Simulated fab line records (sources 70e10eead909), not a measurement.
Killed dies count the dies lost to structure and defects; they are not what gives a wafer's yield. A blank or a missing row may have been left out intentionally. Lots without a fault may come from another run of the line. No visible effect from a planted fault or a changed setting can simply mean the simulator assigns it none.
Chamber matching || flow nand harc || NHARC_A_STAIRCASE_TRIM_187 on rie diel-03 has 4 sister chambers
The step chemistry O2, time 211.2 s. 8 wafers are shown with their chamber, then 8 later ones without.

EACH WAFER AND ITS CHAMBER
{"wafer": "L117.5", "chamber": 1, "drypump motor current A (A)": 5.6, "showerhead plenum p Torr (Torr)": 3.65}
{"wafer": "L119.4", "chamber": 1, "drypump motor current A (A)": 5.6, "showerhead plenum p Torr (Torr)": 3.65}
{"wafer": "L120.1", "chamber": 2, "drypump motor current A (A)": 6.5, "showerhead plenum p Torr (Torr)": 3.39}
{"wafer": "L120.5", "chamber": 3, "drypump motor current A (A)": 6.2, "showerhead plenum p Torr (Torr)": 3.75}
{"wafer": "L131.2", "chamber": 0, "drypump motor current A (A)": 5.7, "showerhead plenum p Torr (Torr)": 3.42}
{"wafer": "L131.5", "chamber": 3, "drypump motor current A (A)": 6.2, "showerhead plenum p Torr (Torr)": 3.73}
{"wafer": "L131.6", "chamber": 2, "drypump motor current A (A)": 6.4, "showerhead plenum p Torr (Torr)": 3.37}
{"wafer": "L133.1", "chamber": 0, "drypump motor current A (A)": 5.7, "showerhead plenum p Torr (Torr)": 3.42}

WAFERS WITH NO CHAMBER GIVEN
{"wafer": "L133.2", "drypump motor current A (A)": 5.6, "showerhead plenum p Torr (Torr)": 3.62}
{"wafer": "L133.5", "drypump motor current A (A)": 5.6, "showerhead plenum p Torr (Torr)": 3.62}
{"wafer": "L134.1", "drypump motor current A (A)": 5.7, "showerhead plenum p Torr (Torr)": 3.41}
{"wafer": "L134.3", "drypump motor current A (A)": 5.6, "showerhead plenum p Torr (Torr)": 3.62}
{"wafer": "L134.5", "drypump motor current A (A)": 6.2, "showerhead plenum p Torr (Torr)": 3.72}
{"wafer": "L136.1", "drypump motor current A (A)": 5.7, "showerhead plenum p Torr (Torr)": 3.41}
{"wafer": "L136.2", "drypump motor current A (A)": 6.5, "showerhead plenum p Torr (Torr)": 3.36}
{"wafer": "L136.4", "drypump motor current A (A)": 6.2, "showerhead plenum p Torr (Torr)": 3.72}

WHICH CHAMBER EACH ONE RAN IN
{"wafer": "L133.2", "from the rows above": 1, "in truth": 1}
{"wafer": "L133.5", "from the rows above": 1, "in truth": 1}
{"wafer": "L134.1", "from the rows above": 0, "in truth": 0}
{"wafer": "L134.3", "from the rows above": 1, "in truth": 1}
{"wafer": "L134.5", "from the rows above": 3, "in truth": 3}
{"wafer": "L136.1", "from the rows above": 0, "in truth": 0}
{"wafer": "L136.2", "from the rows above": 2, "in truth": 2}
{"wafer": "L136.4", "from the rows above": 3, "in truth": 3}
8 of 8 placed correctly. Can't be placed from these rows: 0. 0 placed wrongly.
How it was worked out, from the rows above alone: a wafer's distance from a chamber is the root of the sum, over the readings, of the square of ((its reading less the chamber's mean) divided by the reading's scatter). If the next closest chamber is less than 2 further off than the closest, the wafer can't be placed; otherwise it belongs to the closest. For every chamber, the mean is computed from those of its wafers that are shown. The scatter is the square root of a quotient: the sum, over the shown wafers, of each reading's squared deviation from its chamber's mean, divided by wafers minus chambers.
